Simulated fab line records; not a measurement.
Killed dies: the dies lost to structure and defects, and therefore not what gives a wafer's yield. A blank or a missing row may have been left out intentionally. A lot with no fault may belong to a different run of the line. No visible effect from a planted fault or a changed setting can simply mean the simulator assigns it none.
What tool caused it?	flow nandHarc	23 lots with 69 wafers sampled at 6 steps, on a route of 1302 steps

== WHAT THE GAUGES SHOWED, per wafer ==
No reading from a measuring or inspecting step in the record can be judged against a usual standard deviation.

== WHICH TOOL RAN EACH LOT (tool, then ch and the chambers of the sampled wafers, then the start) ==
lot	NHARC_A_CHANNEL_HOLE_D2_ETCH_19	NHARC_A_CHANNEL_HOLE_D2_ETCH_20	NHARC_A_CHANNEL_HOLE_D2_ETCH_24	NHARC_A_CHANNEL_FILL_D2_ALD_25	NHARC_A_STAIRCASE_DEP_156	NHARC_A_STAIRCASE_DESCUM_168
L074	harEtch-02 ch 0,1, day 13 06:11	harEtch-02 ch 0,1, day 13 06:20	harEtch-02 ch 0,1, day 13 08:26	aldHk-02 ch 0,1, day 15 03:10	pecvd-03 ch 1,2, day 15 15:04	rieDiel-12 ch 1,2, day 15 15:55
L077	harEtch-01 ch 0,1, day 14 03:56	harEtch-01 ch 0,1, day 14 04:07	harEtch-01 ch 0,1, day 14 06:17	aldHk-02 ch 0,3, day 15 23:32	pecvd-01 ch 0,1, day 16 11:29	rieDiel-05 ch 0,1,3, day 16 12:19
L076	harEtch-02 ch 0,1, day 14 04:53	harEtch-02 ch 0,1, day 14 04:59	harEtch-02 ch 0,1, day 14 07:02	aldHk-01 ch 0,2,3, day 16 01:18	pecvd-01 ch 0,1,2, day 16 11:37	rieDiel-12 ch 0,1,3, day 16 12:37
L075	harEtch-01 ch 0,1, day 14 08:05	harEtch-01 ch 0,1, day 14 08:14	harEtch-01 ch 0,1, day 14 10:19	aldHk-03 ch 1,2,3, day 16 03:07	pecvd-04 ch 0,1, day 16 15:05	rieDiel-06 ch 0,1,3, day 16 16:05
L078	harEtch-02 ch 0,1, day 14 16:44	harEtch-02 ch 0,1, day 14 16:52	harEtch-02 ch 0,1, day 14 18:59	aldHk-02 ch 0,2,3, day 16 11:26	pecvd-01 ch 0,1, day 16 23:03	rieDiel-12 ch 1,2, day 17 00:00
L079	harEtch-01 ch 0,1, day 15 03:05	harEtch-01 ch 0,1, day 15 03:11	harEtch-01 ch 0,1, day 15 05:13	aldHk-01 ch 2,3, day 16 21:37	pecvd-01 ch 0,1, day 17 09:34	rieDiel-12 ch 0,1, day 17 10:29
L080	harEtch-01 ch 0,1, day 15 13:08	harEtch-01 ch 0,1, day 15 13:14	harEtch-01 ch 0,1, day 15 15:16	aldHk-01 ch 0,2, day 17 08:50	pecvd-04 ch 1,2, day 17 20:22	rieDiel-05 ch 0,2,3, day 17 21:20
L082	harEtch-01 ch 0,1, day 16 09:17	harEtch-01 ch 0,1, day 16 09:25	harEtch-01 ch 0,1, day 16 11:26	aldHk-03 ch 0,1,3, day 18 04:32	pecvd-03 ch 1,2, day 18 16:40	rieDiel-06 ch 0,1,3, day 18 17:47
L081	harEtch-02 ch 0,1, day 16 11:13	harEtch-02 ch 0,1, day 16 11:22	harEtch-02 ch 0,1, day 16 13:28	aldHk-01 ch 0,1,2, day 18 04:33	pecvd-01 ch 0,1, day 18 16:40	rieDiel-12 ch 1,2, day 18 17:37
L083	harEtch-01 ch 0,1, day 17 06:41	harEtch-01 ch 0,1, day 17 06:47	harEtch-01 ch 0,1, day 17 08:49	aldHk-03 ch 0,2,3, day 19 00:23	pecvd-04 ch 0,2, day 19 12:25	rieDiel-06 ch 0,1,2, day 19 13:16
L084	harEtch-02 ch 0,1, day 17 16:55	harEtch-02 ch 0,1, day 17 17:01	harEtch-02 ch 0,1, day 17 19:02	aldHk-03 ch 2,3, day 19 13:00	pecvd-03 ch 0,2, day 20 01:08	rieDiel-12 ch 0,2, day 20 02:01
L085	harEtch-01 ch 0,1, day 17 19:11	harEtch-01 ch 0,1, day 17 19:22	harEtch-01 ch 0,1, day 17 21:32	aldHk-01 ch 0,2,3, day 19 14:49	pecvd-03 ch 0,2, day 20 01:17	rieDiel-05 ch 0,1,3, day 20 02:17
L086	harEtch-01 ch 0,1, day 18 14:14	harEtch-01 ch 0,1, day 18 14:27	harEtch-01 ch 0,1, day 18 16:42	aldHk-03 ch 0,2,3, day 20 10:01	pecvd-03 ch 0,2, day 20 20:53	rieDiel-05 ch 0,1,2, day 20 21:44
L088	harEtch-02 ch 0,1, day 18 20:56	harEtch-02 ch 0,1, day 18 21:03	harEtch-02 ch 0,1, day 18 23:05	aldHk-02 ch 1,2,3, day 20 15:24	pecvd-01 ch 1,2, day 21 02:59	rieDiel-05 ch 1,2,3, day 21 04:00
L089	harEtch-01 ch 0,1, day 18 22:34	harEtch-01 ch 0,1, day 18 22:47	harEtch-01 ch 0,1, day 19 01:02	aldHk-03 ch 0,1,2, day 20 16:01	pecvd-03 ch 0,1, day 21 02:50	rieDiel-05 ch 1,2, day 21 03:50
L090	harEtch-01 ch 0,1, day 19 21:27	harEtch-01 ch 0,1, day 19 21:35	harEtch-01 ch 0,1, day 19 23:41	aldHk-02 ch 0,2,3, day 21 16:03	pecvd-04 ch 1,2, day 22 03:33	rieDiel-05 ch 0,3, day 22 04:24
L091	harEtch-02 ch 0,1, day 19 21:35	harEtch-02 ch 0,1, day 19 21:41	harEtch-02 ch 0,1, day 19 23:42	aldHk-03 ch 1,3, day 21 16:40	pecvd-01 ch 0,1,2, day 22 08:38	rieDiel-06 ch 2,3, day 22 09:28
L092	harEtch-01 ch 0, day 20 10:22	harEtch-01 ch 0, day 20 10:31	harEtch-01 ch 0, day 20 12:36	aldHk-01 ch 0,3, day 22 05:50	pecvd-01 ch 0,1,2, day 22 17:52	rieDiel-06 ch 0,1,3, day 22 18:49
L093	harEtch-02 ch 0,1, day 20 22:48	harEtch-02 ch 0,1, day 20 22:55	harEtch-02 ch 0,1, day 21 00:56	aldHk-03 ch 0,1, day 22 18:22	pecvd-04 ch 0,1,2, day 23 06:25	rieDiel-12 ch 0,2,3, day 23 07:25
L094	harEtch-02 ch 0,1, day 21 06:42	harEtch-02 ch 0,1, day 21 06:49	harEtch-02 ch 0,1, day 21 08:50	aldHk-03 ch 2,3, day 23 01:48	pecvd-01 ch 0,1,2, day 23 13:51	rieDiel-12 ch 1,2,3, day 23 14:51
L096	harEtch-01 ch 1, day 21 21:37	harEtch-01 ch 1, day 21 21:46	harEtch-01 ch 1, day 21 23:52	aldHk-02 ch 2,3, day 23 15:48	pecvd-04 ch 0,2, day 24 03:51	rieDiel-12 ch 0,1, day 24 04:57
L095	harEtch-02 ch 0,1, day 21 22:13	harEtch-02 ch 0,1, day 21 22:26	harEtch-02 ch 0,1, day 22 00:40	aldHk-01 ch 1,2,3, day 23 17:40	pecvd-01 ch 1,2, day 24 03:48	rieDiel-06 ch 0,1,3, day 24 04:49
L097	harEtch-01 ch 0,1, day 22 21:43	harEtch-01 ch 0,1, day 22 21:54	harEtch-01 ch 0,1, day 23 00:04	aldHk-03 ch 0,2, day 24 14:37	pecvd-03 ch 0,2, day 25 03:18	rieDiel-06 ch 0,1, day 25 04:10
- NHARC_A_CHANNEL_HOLE_D2_ETCH_19: etches the open film in C4F8/O2/Ar, time 34.5 s.
- NHARC_A_CHANNEL_HOLE_D2_ETCH_20: etches the open film in C4F8/O2/Ar, time 361.9 s, target depth 1600 nm.
- NHARC_A_CHANNEL_HOLE_D2_ETCH_24: etches the open film in C4F8/O2/Ar, time 906.2 s, target depth 1500 nm.
- NHARC_A_CHANNEL_FILL_D2_ALD_25: deposits SiOx, target thk 60 nm, pulse time 10 s, ald cycles 600.
- NHARC_A_STAIRCASE_DEP_156: deposits SiNx, target thk 50 nm.
- NHARC_A_STAIRCASE_DESCUM_168: chemistry O2, time 3 s.

== AS READ BY THE TOOLS THEMSELVES (means over the sampled wafers that have a number; for cases with no such wafer, the mark the record gives instead) ==
NHARC_A_CHANNEL_HOLE_D2_ETCH_19.
lot	tool	drypumpMotorCurrentA (A)	mfcArSccm (sccm)	rfFwdPowerW (W)	showerheadPlenumPTorr (Torr)	throttleValvePct (%)
L074	harEtch-02	5.3	374.7	2462	3.73	37.045
L077	harEtch-01	5.8	374.7	2432	3.74	37.036
L076	harEtch-02	5.8	375.2	2443	3.67	37.028
L075	harEtch-01	5.8	374.5	2446	3.74	37.043
L078	harEtch-02	5.8	373.9	2446	3.67	37.035
L079	harEtch-01	6.3	374.3	2439	3.73	37.035
L080	harEtch-01	6.3	375.6	2448	3.72	37.031
L082	harEtch-01	6.3	375.3	2439	3.72	37.043
L081	harEtch-02	5.7	375.1	2448	3.65	37.044
L083	harEtch-01	5.9	375.1	2435	3.71	37.042
L084	harEtch-02	5.8	376.8	2455	3.90	37.031
L085	harEtch-01	6.3	375.4	2448	3.70	37.047
L086	harEtch-01	6.3	374.6	2451	3.70	37.045
L088	harEtch-02	5.7	374.0	2451	3.89	37.029
L089	harEtch-01	6.3	375.2	2436	3.69	37.038
L090	harEtch-01	6.2	373.2	2433	3.69	37.030
L091	harEtch-02	5.3	375.1	2461	3.81	37.042
L092	harEtch-01	6.8	374.5	2445	3.69	37.052
L093	harEtch-02	5.8	376.8	2446	3.88	37.034
L094	harEtch-02	5.3	374.7	2462	3.80	37.038
L096	harEtch-01	5.4	375.2	2435	3.67	37.028
L095	harEtch-02	5.8	375.4	2448	3.87	37.038
L097	harEtch-01	6.3	373.8	2442	3.67	37.039

NHARC_A_CHANNEL_HOLE_D2_ETCH_20.
lot	tool	drypumpMotorCurrentA (A)	mfcArSccm (sccm)	showerheadPlenumPTorr (Torr)	throttleValvePct (%)
L074	harEtch-02	5.3	374.5	3.68	32.151
L077	harEtch-01	5.8	376.1	3.69	32.157
L076	harEtch-02	5.8	374.8	3.63	32.152
L075	harEtch-01	5.8	375.1	3.69	32.164
L078	harEtch-02	5.8	375.1	3.63	32.154
L079	harEtch-01	6.3	375.9	3.69	32.167
L080	harEtch-01	6.3	374.8	3.68	32.162
L082	harEtch-01	6.3	373.7	3.68	32.159
L081	harEtch-02	5.7	375.7	3.62	32.152
L083	harEtch-01	5.8	374.4	3.67	32.156
L084	harEtch-02	5.7	375.2	3.85	32.159
L085	harEtch-01	6.3	376.8	3.66	32.162
L086	harEtch-01	6.3	375.2	3.66	32.149
L088	harEtch-02	5.7	374.6	3.84	32.156
L089	harEtch-01	6.3	375.6	3.65	32.162
L090	harEtch-01	6.3	373.8	3.65	32.151
L091	harEtch-02	5.3	373.5	3.76	32.156
L092	harEtch-01	6.8	374.2	3.64	32.159
L093	harEtch-02	5.8	374.7	3.83	32.152
L094	harEtch-02	5.3	374.7	3.75	32.164
L096	harEtch-01	5.4	376.8	3.63	32.148
L095	harEtch-02	5.7	375.5	3.82	32.151
L097	harEtch-01	6.3	374.9	3.63	32.152

NHARC_A_CHANNEL_HOLE_D2_ETCH_24.
lot	tool	drypumpMotorCurrentA (A)	mfcArSccm (sccm)	showerheadPlenumPTorr (Torr)	throttleValvePct (%)
L074	harEtch-02	5.3	375.5	3.68	32.230
L077	harEtch-01	5.9	375.8	3.69	32.231
L076	harEtch-02	5.8	375.7	3.63	32.237
L075	harEtch-01	5.9	375.3	3.69	32.228
L078	harEtch-02	5.8	375.9	3.63	32.244
L079	harEtch-01	6.3	375.1	3.68	32.241
L080	harEtch-01	6.3	375.0	3.68	32.232
L082	harEtch-01	6.3	375.9	3.67	32.233
L081	harEtch-02	5.8	374.0	3.61	32.241
L083	harEtch-01	5.9	375.2	3.66	32.234
L084	harEtch-02	5.8	375.4	3.85	32.237
L085	harEtch-01	6.3	375.3	3.66	32.232
L086	harEtch-01	6.3	374.8	3.65	32.241
L088	harEtch-02	5.8	374.4	3.84	32.237
L089	harEtch-01	6.3	374.6	3.65	32.237
L090	harEtch-01	6.3	375.4	3.64	32.238
L091	harEtch-02	5.3	375.5	3.76	32.236
L092	harEtch-01	6.8	373.9	3.64	32.239
L093	harEtch-02	5.8	376.0	3.82	32.228
L094	harEtch-02	5.3	375.1	3.74	32.243
L096	harEtch-01	5.4	375.0	3.63	32.243
L095	harEtch-02	5.8	375.7	3.81	32.233
L097	harEtch-01	6.3	374.5	3.62	32.231

NHARC_A_CHANNEL_FILL_D2_ALD_25.
lot	tool	heaterPowerW (W)	precursorPulseHeightRel
L074	aldHk-02	487	0.994
L077	aldHk-02	468	0.996
L076	aldHk-01	452	1.015
L075	aldHk-03	437	1.001
L078	aldHk-02	469	1.006
L079	aldHk-01	461	1.000
L080	aldHk-01	443	0.999
L082	aldHk-03	457	0.999
L081	aldHk-01	468	1.002
L083	aldHk-03	465	0.999
L084	aldHk-03	470	0.999
L085	aldHk-01	449	1.003
L086	aldHk-03	471	1.015
L088	aldHk-02	469	1.004
L089	aldHk-03	428	1.015
L090	aldHk-02	469	0.999
L091	aldHk-03	444	1.011
L092	aldHk-01	481	0.991
L093	aldHk-03	434	1.008
L094	aldHk-03	471	0.987
L096	aldHk-02	466	1.003
L095	aldHk-01	465	1.028
L097	aldHk-03	460	1.016

NHARC_A_STAIRCASE_DEP_156.
lot	tool	heaterPowerW (W)	rfFwdPowerW (W)
L074	pecvd-03	727	447.9
L077	pecvd-01	690	448.0
L076	pecvd-01	745	448.6
L075	pecvd-04	766	448.6
L078	pecvd-01	714	448.5
L079	pecvd-01	722	449.4
L080	pecvd-04	820	447.2
L082	pecvd-03	683	448.8
L081	pecvd-01	691	449.7
L083	pecvd-04	854	447.8
L084	pecvd-03	654	449.7
L085	pecvd-03	652	449.1
L086	pecvd-03	687	448.7
L088	pecvd-01	717	448.9
L089	pecvd-03	651	446.9
L090	pecvd-04	837	449.6
L091	pecvd-01	752	449.4
L092	pecvd-01	815	447.8
L093	pecvd-04	793	447.6
L094	pecvd-01	769	449.0
L096	pecvd-04	803	449.6
L095	pecvd-01	870	448.8
L097	pecvd-03	727	447.4

NHARC_A_STAIRCASE_DESCUM_168.
lot	tool	drypumpMotorCurrentA (A)	mfcArSccm (sccm)	oesProductAu (a.u.)	rfVppV (V)	showerheadPlenumPTorr (Torr)	throttleValvePct (%)
L074	rieDiel-12	5.9	0.000	1.020	58.5	1.94	11.310
L077	rieDiel-05	5.8	0.015	1.002	58.7	1.93	11.306
L076	rieDiel-12	5.8	0.000	1.002	59.6	1.93	11.316
L075	rieDiel-06	5.7	0.023	1.013	57.4	1.90	11.315
L078	rieDiel-12	6.0	0.000	1.011	57.8	1.93	11.316
L079	rieDiel-12	6.2	0.000	1.005	57.4	1.91	11.305
L080	rieDiel-05	5.6	0.016	1.020	58.5	1.94	11.317
L082	rieDiel-06	5.7	0.023	1.012	56.8	1.90	11.309
L081	rieDiel-12	5.7	0.000	1.022	56.8	1.95	11.318
L083	rieDiel-06	5.7	0.012	0.998	57.3	1.92	11.310
L084	rieDiel-12	5.8	0.000	1.001	57.8	1.94	11.316
L085	rieDiel-05	5.8	0.015	0.997	57.8	1.92	11.312
L086	rieDiel-05	5.9	0.019	1.001	57.6	1.97	11.319
L088	rieDiel-05	5.9	0.022	1.003	57.8	1.99	11.308
L089	rieDiel-05	6.1	0.024	1.006	58.3	2.04	11.311
L090	rieDiel-05	5.6	0.009	0.997	57.0	1.86	11.312
L091	rieDiel-06	5.3	0.023	0.998	56.8	1.92	11.311
L092	rieDiel-06	5.7	0.023	1.005	57.5	1.89	11.309
L093	rieDiel-12	5.5	0.000	0.997	57.2	1.93	11.317
L094	rieDiel-12	5.6	0.000	1.007	57.6	1.93	11.311
L096	rieDiel-12	6.0	0.000	1.005	58.4	1.90	11.310
L095	rieDiel-06	5.7	0.023	1.021	57.2	1.88	11.309
L097	rieDiel-06	6.0	0.016	1.013	58.1	1.88	11.313

== THE ANSWER, worked out from the rows above alone ==
Rule: what is usual is taken from the lots themselves. Put in order of their means at a reading, lots are off if they are a third of the lots or fewer, leave a main group of 4 or more, and stand apart from it by a gap of 3 or more times the standard deviation of the main group's means; of several such gaps the widest counts. If all means in a main group match to the digits the tables above print for the reading, that group is not used. A lot without any number at a reading at which 4 lots or more have one is off too. Where the step has rows for the other lots, those lots are counted as sound. The gauges are gone through in route order, then the tools' own readings, and for those a lot's mean is taken as printed above. The first step at which some lot is off is used, and at that step the reading that is off furthest; a lot without a number counts as furthest.
Nothing can be told from this: no lot is off at any reading shown.

== WHAT HAD BEEN PUT IN BY THE SIMULATOR ==
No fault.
